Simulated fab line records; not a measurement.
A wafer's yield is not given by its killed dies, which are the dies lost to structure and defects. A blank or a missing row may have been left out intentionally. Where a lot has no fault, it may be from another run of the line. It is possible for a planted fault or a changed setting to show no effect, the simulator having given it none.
Which tool is to blame?    flow n5-finfet    72 wafers from 24 lots sampled at 4 of the route's 1938 steps

## WHAT THE GAUGES SHOWED, per wafer
N5_BEOL_M13_THK_MEAS_01. Usual: M13_ILD_THK 843 nm, standard deviation 11.
lot   measured      on             M13_ILD_THK (nm)  flag
L074  day 10 06:47  film-metro-01  840 834 846       
L076  day 10 12:41  film-metro-01  836 852 850       
L075  day 10 14:55  film-metro-02  838 837 855       
L077  day 10 19:08  film-metro-01  841 852 852       
L078  day 10 22:58  film-metro-02  844 843 858       
L079  day 11 05:02  film-metro-02  836 835 858       
L080  day 11 06:36  film-metro-02  838 839 847       
L082  day 11 10:53  film-metro-02  837 852 857       
L081  day 11 15:19  film-metro-02  827 825 847       
L083  day 11 15:56  film-metro-02  843 832 850       
L084  day 12 01:09  film-metro-01  838 841 860       
L088  day 15 10:35  film-metro-02  825 820 845       
L095  day 15 23:59  film-metro-01  832 843 847       
L094  day 16 01:46  film-metro-01  840 864 873       
L090  day 16 02:22  film-metro-01  837 840 845       
L085  day 16 07:42  film-metro-01  836 840 846       
L089  day 16 19:29  film-metro-02  829 852 853       
L092  day 16 21:30  film-metro-02  837 840 855       
L091  day 16 21:57  film-metro-02  836 840 835       
L093  day 17 13:19  film-metro-02  847 843 859       
L087  day 17 13:40  film-metro-01  842 827 830       
L096  day 17 14:32  film-metro-02  829 851 844       
L097  day 18 04:21  film-metro-02  815 840 829       
L086  day 18 05:02  film-metro-01  832 839 833       

N5_BEOL_M13_OVL_MEAS_29. Usual: M13_OVL 1 nm, standard deviation 5.2.
lot   measured      on          M13_OVL (nm)  flag
L074  day 10 08:04  overlay-01  -6 5 3        
L076  day 10 14:13  overlay-01  -8 1 -7       
L075  day 10 16:20  overlay-02  16 10 8       
L077  day 10 20:56  overlay-01  0 2 -6        
L078  day 11 00:29  overlay-01  7 2 5         
L079  day 11 06:27  overlay-02  -3 -3 -1      
L080  day 11 08:05  overlay-01  1 6 6         
L082  day 11 12:10  overlay-01  7 2 5         
L081  day 11 17:58  overlay-01  0 9 8         
L083  day 11 19:28  overlay-01  -12 0 -5      
L084  day 12 02:41  overlay-01  7 6 12        
L088  day 15 11:52  overlay-01  7 -1 -7       
L095  day 16 01:28  overlay-01  1 4 2         
L094  day 16 03:10  overlay-02  3 5 9         
L090  day 16 03:53  overlay-02  3 -7 -7       
L085  day 16 09:07  overlay-01  4 5 -9        
L089  day 16 21:01  overlay-01  -1 4 -1       
L092  day 16 23:02  overlay-01  8 7 -3        
L091  day 16 23:21  overlay-02  0 0 4         
L093  day 17 14:43  overlay-01  8 9 3         
L087  day 17 15:04  overlay-02  -1 -1 -4      
L096  day 17 16:13  overlay-01  -1 7 -2       
L097  day 18 05:53  overlay-02  4 -2 -3       
L086  day 18 06:26  overlay-01  -2 0 0        

## TOOL THAT RAN EACH LOT (tool first, then ch and the chambers of the sampled wafers, then the start)
lot   N5_BEOL_M12_SPUTTER_45        N5_BEOL_M13_ETCH_59
L074  pvd-sputter-01, day 10 05:34  rie-diel-05 ch 1,2,3, day 10 07:13
L076  pvd-sputter-03, day 10 11:25  rie-diel-06 ch 1,2, day 10 13:14
L075  pvd-sputter-01, day 10 13:40  rie-diel-05 ch 0,3, day 10 15:29
L077  pvd-sputter-02, day 10 17:54  rie-diel-06 ch 0,1,3, day 10 19:58
L078  pvd-sputter-02, day 10 21:40  rie-diel-01 ch 0,1,2, day 10 23:31
L079  pvd-sputter-01, day 11 03:51  rie-diel-06 ch 0,1,2, day 11 05:28
L080  pvd-sputter-01, day 11 05:25  rie-diel-05 ch 0,2,3, day 11 07:07
L082  pvd-sputter-03, day 11 09:41  rie-diel-01 ch 0,3, day 11 11:19
L081  pvd-sputter-01, day 11 14:06  rie-diel-01 ch 0,2,3, day 11 16:59
L083  pvd-sputter-03, day 11 14:44  rie-diel-06 ch 0,1,2, day 11 18:29
L084  pvd-sputter-03, day 11 23:55  rie-diel-05 ch 0,1,2, day 12 01:42
L088  pvd-sputter-01, day 15 09:23  rie-diel-01 ch 0,1,3, day 15 11:01
L095  pvd-sputter-03, day 15 22:43  rie-diel-06 ch 1,2,3, day 16 00:29
L094  pvd-sputter-01, day 16 00:34  rie-diel-01 ch 0,2, day 16 02:11
L090  pvd-sputter-01, day 16 01:10  rie-diel-06 ch 0,2, day 16 02:55
L085  pvd-sputter-02, day 16 06:31  rie-diel-06 ch 0,1, day 16 08:08
L089  pvd-sputter-02, day 16 18:14  rie-diel-01 ch 1,2, day 16 20:02
L092  pvd-sputter-03, day 16 20:13  rie-diel-06 ch 0,1, day 16 22:04
L091  pvd-sputter-03, day 16 20:39  rie-diel-06 ch 0,2,3, day 16 22:22
L093  pvd-sputter-03, day 17 12:07  rie-diel-06 ch 1,3, day 17 13:52
L087  pvd-sputter-01, day 17 12:29  rie-diel-01 ch 0,1,2, day 17 14:06
L096  pvd-sputter-01, day 17 12:58  rie-diel-06 ch 0,2,3, day 17 15:22
L097  pvd-sputter-01, day 18 03:01  rie-diel-06 ch 0,1,3, day 18 04:54
L086  pvd-sputter-02, day 18 03:50  rie-diel-01 ch 0,1,3, day 18 05:28
- N5_BEOL_M12_SPUTTER_45: material Cu, target thk 80 nm, time 13.33 s.
- N5_BEOL_M13_ETCH_59: etches BARC in N2/H2, target depth 89 nm, overetch 26.7 nm, time 67.9 s.

## WHAT THE TOOLS THEMSELVES READ (means of the sampled wafers that have a number; where no wafer has one, the mark that the record gives instead)
N5_BEOL_M12_SPUTTER_45. Usual: substrate-temp-c -19.99 C, standard deviation 0.1; throttle-valve-pct 30.0 %, standard deviation 0.99.
lot   tool            substrate-temp-c (C)  throttle-valve-pct (%)  flag
L074  pvd-sputter-01  -20.00                30.6                    
L076  pvd-sputter-03  -20.01                29.4                    
L075  pvd-sputter-01  -20.06                30.1                    
L077  pvd-sputter-02  -19.96                28.9                    
L078  pvd-sputter-02  -19.97                29.6                    
L079  pvd-sputter-01  -20.01                30.2                    
L080  pvd-sputter-01  -20.09                30.5                    
L082  pvd-sputter-03  -20.02                29.6                    
L081  pvd-sputter-01  -20.01                30.1                    
L083  pvd-sputter-03  -20.01                29.2                    
L084  pvd-sputter-03  -20.01                30.1                    
L088  pvd-sputter-01  -19.99                30.1                    
L095  pvd-sputter-03  -20.04                29.5                    
L094  pvd-sputter-01  -19.92                30.1                    
L090  pvd-sputter-01  -19.94                30.1                    
L085  pvd-sputter-02  -20.12                29.2                    
L089  pvd-sputter-02  -20.04                29.8                    
L092  pvd-sputter-03  -19.97                30.2                    
L091  pvd-sputter-03  -20.02                29.4                    
L093  pvd-sputter-03  -19.87                31.1                    
L087  pvd-sputter-01  -20.04                30.5                    
L096  pvd-sputter-01  -20.00                30.5                    
L097  pvd-sputter-01  -20.01                30.6                    
L086  pvd-sputter-02  -19.95                28.7                    

N5_BEOL_M13_ETCH_59. Usual: bias-w 150.0 W, standard deviation 0.45; drypump-motor-current-A 5.7 A, standard deviation 0.65; oes-product-au 0.65 a.u., standard deviation 0.063; rf-vpp-V 523.8 V, standard deviation 2.4; showerhead-plenum-p-Torr 2.54 Torr, standard deviation 0.082; throttle-valve-pct 17.92 %, standard deviation 0.23.
lot   tool         bias-w (W)  drypump-motor-current-A (A)  oes-product-au (a.u.)  rf-vpp-V (V)  showerhead-plenum-p-Torr (Torr)  throttle-valve-pct (%)  flag
L074  rie-diel-05  150.1       5.6                          0.66                   524.7         2.59                             17.95                   
L076  rie-diel-06  150.2       6.1                          0.71                   521.7         2.50                             17.67                   
L075  rie-diel-05  150.3       6.1                          0.64                   522.5         2.50                             18.14                   
L077  rie-diel-06  150.2       5.7                          0.64                   524.9         2.57                             17.84                   
L078  rie-diel-01  150.0       5.3                          0.62                   525.6         2.58                             18.02                   
L079  rie-diel-06  150.0       6.1                          0.68                   523.8         2.56                             17.70                   
L080  rie-diel-05  150.1       5.6                          0.64                   524.3         2.57                             18.05                   
L082  rie-diel-01  149.6       4.9                          0.62                   524.8         2.59                             18.19                   
L081  rie-diel-01  150.1       5.1                          0.62                   524.6         2.55                             18.14                   
L083  rie-diel-06  150.0       6.1                          0.68                   524.5         2.56                             17.71                   
L084  rie-diel-05  150.0       6.3                          0.60                   522.3         2.47                             18.11                   
L088  rie-diel-01  150.2       5.0                          0.74                   525.2         2.57                             17.84                   
L095  rie-diel-06  149.9       5.8                          0.64                   522.5         2.50                             17.89                   
L094  rie-diel-01  149.9       5.4                          0.62                   524.0         2.54                             18.13                   
L090  rie-diel-06  149.7       6.5                          0.69                   523.6         2.54                             17.63                   
L085  rie-diel-06  149.9       6.1                          0.64                   525.4         2.60                             17.77                   
L089  rie-diel-01  150.5       5.3                          0.72                   525.0         2.56                             17.74                   
L092  rie-diel-06  149.6       5.7                          0.61                   523.8         2.55                             17.89                   
L091  rie-diel-06  149.8       6.1                          0.65                   524.1         2.55                             17.80                   
L093  rie-diel-06  150.1       5.4                          0.59                   522.3         2.50                             18.04                   
L087  rie-diel-01  150.2       5.3                          0.66                   523.7         2.57                             17.97                   
L096  rie-diel-06  150.3       6.1                          0.65                   523.1         2.55                             17.81                   
L097  rie-diel-06  150.2       5.8                          0.61                   524.2         2.55                             17.93                   
L086  rie-diel-01  149.9       5.0                          0.71                   524.6         2.56                             17.88                   

## THE ANSWER, worked out from the rows above alone
Rule: a lot is off if the mean of its wafers that have a number lies more than 3 standard deviations from the usual mean. A lot without any number at a reading at which 4 lots or more have one is off too. Where the step has rows for the other lots, those lots are counted as sound. Order of review: gauges by route order, followed by the tools' own readings, for which a lot's mean as printed above is used. The first step at which some lot is off is used, and at that step the reading that is off furthest; a lot without a number counts as furthest.
No lot is off at any reading shown: from this, nothing can be told.

## WHAT THE SIMULATOR HAD PUT IN
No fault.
